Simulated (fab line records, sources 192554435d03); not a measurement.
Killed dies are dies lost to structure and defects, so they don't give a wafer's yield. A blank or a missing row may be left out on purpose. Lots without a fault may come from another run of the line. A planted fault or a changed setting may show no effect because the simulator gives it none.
Chamber matching | flow n5_finfet | N5_BEOL_M8_PECVD_70 on pecvd-03: 3 sister chambers
The step deposits SiO2 from TEOS/O2, target thk 20 nm, time 22.7 s. 14 wafers are shown with their chamber, then 7 later ones without.

WAFERS WITH THEIR CHAMBER
wafer  | chamber | throttle_valve_pct (%) | showerhead_plenum_p_Torr (Torr) | heater_power_w (W)
L524.1 | 2       | 20.9                   | 8.82                            | 623
L524.5 | 0       | 21.0                   | 8.85                            | 703
L524.6 | 1       | 22.8                   | 8.87                            | 811
L525.2 | 2       | 21.1                   | 8.82                            | 660
L525.4 | 2       | 20.9                   | 8.81                            | 660
L525.6 | 1       | 22.7                   | 8.89                            | 786
L526.4 | 0       | 20.7                   | 8.84                            | 685
L526.5 | 1       | 22.8                   | 8.88                            | 842
L526.6 | 2       | 20.9                   | 8.81                            | 614
L534.2 | 1       | 22.8                   | 8.87                            | 841
L534.4 | 0       | 20.7                   | 8.84                            | 682
L534.6 | 1       | 22.8                   | 8.88                            | 842
L533.1 | 0       | 21.1                   | 8.84                            | 742
L533.4 | 0       | 21.0                   | 8.83                            | 760

SIGNATURES (means of the wafers above)
reading                  | chamber 0 | chamber 1 | chamber 2 | scatter within a chamber
throttle_valve_pct       | 20.900    | 22.780    | 20.950    | 0.127
showerhead_plenum_p_Torr | 8.8400    | 8.8780    | 8.8150    | 0.00726
heater_power_w           | 714.40    | 824.40    | 639.25    | 28.9
Rule: a wafer's distance from a chamber is the root of the sum, over the readings, of the square of ((its reading less the chamber's mean) divided by the reading's scatter). The wafer belongs to the nearest chamber; if the next one is less than 2 further off, it can't be placed. The scatter: the root of (the sum of the squares of (reading less its chamber's mean) over the shown wafers, divided by (wafers less chambers)).

WAFERS WITHOUT THEIR CHAMBER
wafer  | throttle_valve_pct (%) | showerhead_plenum_p_Torr (Torr) | heater_power_w (W)
L533.5 | 22.6                   | 8.90                            | 923
L535.2 | 21.1                   | 8.82                            | 748
L535.4 | 22.7                   | 8.89                            | 761
L535.6 | 20.8                   | 8.83                            | 727
L540.1 | 21.3                   | 8.83                            | 660
L540.2 | 20.9                   | 8.83                            | 774
L540.4 | 21.0                   | 8.80                            | 520

WHICH CHAMBER EACH WENT THROUGH
wafer  | from the rows above     | in truth
L533.5 | 1                       | 1
L535.2 | can't be placed: 0 or 2 | 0
L535.4 | 1                       | 1
L535.6 | 0                       | 0
L540.1 | can't be placed: 2 or 0 | 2
L540.2 | 0                       | 0
L540.4 | 2                       | 2
Placed correctly: 5 of 7. Can't be placed from these rows: 2 (the true chamber is among the candidates in 2). Placed wrongly: 0.
